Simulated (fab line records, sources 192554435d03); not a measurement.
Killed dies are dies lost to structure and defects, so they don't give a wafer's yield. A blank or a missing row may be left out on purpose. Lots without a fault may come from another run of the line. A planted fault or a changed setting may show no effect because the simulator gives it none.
Split-lot experiment | flow n5_finfet | 7 lots, 21 wafers read, on a route of 1938 steps

THE SPLIT
At N5_PASSIVATION_ETCH_54 (etches SiO2 in CHF3/O2, target depth 880 nm, time 440 s), the setting source_w was moved away from the recipe's 650 W on 6 of the 21 wafers read, by -14.6% to +13.6%. The other wafers ran this setting at the recipe's value.

The reading is taken at the split's own step.

THE READING
rf_vpp_V, in V, at N5_PASSIVATION_ETCH_54 (etches SiO2 in CHF3/O2, target depth 880 nm, time 440 s). Fault-free wafers of this fab line usually give 524 V, standard deviation 3.5 V.

wafer  | tool, chamber at the split | source_w as run, W | against the recipe | rf_vpp_V, V | against lot-mates on the recipe
L075.4 | rie_diel-03, 2             | 650                | recipe             | 528         | -
L075.5 | rie_diel-03, 2             | 650                | recipe             | 528         | -
L075.6 | rie_diel-03, 3             | 579.8              | -10.8%             | 559         | +31
L080.2 | rie_diel-01, 3             | 650                | recipe             | 523         | -
L080.4 | rie_diel-01, 2             | 650                | recipe             | 530         | -
L080.6 | rie_diel-01, 3             | 650                | recipe             | 525         | -
L087.1 | rie_diel-03, 0             | 738.1              | +13.6%             | 495         | -32
L087.2 | rie_diel-03, 2             | 650                | recipe             | 528         | -
L087.5 | rie_diel-03, 0             | 650                | recipe             | 526         | -
L092.2 | rie_diel-01, 1             | 650                | recipe             | 521         | -
L092.3 | rie_diel-01, 0             | 650                | recipe             | 525         | -
L092.4 | rie_diel-01, 2             | 650                | recipe             | 529         | -
L091.1 | rie_diel-03, 3             | 555.4              | -14.6%             | 571         | +48
L091.3 | rie_diel-03, 1             | 650                | recipe             | 523         | -
L091.5 | rie_diel-03, 1             | 650                | recipe             | 522         | -
L096.1 | rie_diel-01, 0             | 566.2              | -12.9%             | 561         | no lot-mate on the recipe
L096.2 | rie_diel-01, 1             | 566.2              | -12.9%             | 559         | no lot-mate on the recipe
L096.5 | rie_diel-01, 2             | 566.2              | -12.9%             | 568         | no lot-mate on the recipe
L095.1 | rie_diel-03, 3             | 650                | recipe             | 527         | -
L095.4 | rie_diel-03, 1             | 650                | recipe             | 521         | -
L095.6 | rie_diel-03, 0             | 650                | recipe             | 526         | -

THE FIT
A straight line over all 21 wafers: rf_vpp_V changes by -2.8 V for each +1% of source_w; r = -0.98; the points scatter about the line by 3.6 V.
The same after taking each lot's own level away (the mean of its wafers on the recipe; 18 wafers): -2.86 V for each +1%; r = -0.98; scatter 3.2 V.
On that fit, the largest move of source_w shifts the reading by 42 V.
The lots' own levels span 522.5 to 528.0 V, that is 1.6 times the standard deviation above.
So the lot-to-lot level changes the slope little: the two slopes agree.
Check: with one of the wafers moved furthest among these (-14.6%) left out of the fit, the line predicts +37.6 V for it against its lot-mates. It came out at +48.5 V against them.
Tool readings at the split's step, against how far the setting was moved: rf_vpp_V r = -0.98.

OTHER SPLITS ON THESE WAFERS
These wafers also went through other splits before the reading. Each is held against what the fit with the lots' levels taken away leaves over:
other split on the same wafers | wafers away from the commonest value | r with rf_vpp_V (lot level and that fit taken away)
N5_BEOL_M15_SPUTTER_43 power_w | 7                                    | -0.10
N5_MIM_BOT_ETCH_ETCH_04 time_s | 8                                    | -0.26
N5_PASSIVATION_PECVD_01 time_s | 8                                    | -0.56

THE FILE'S OWN FIT
rf_vpp_V changes by -2.88 V for each +1% of source_w, r = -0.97.
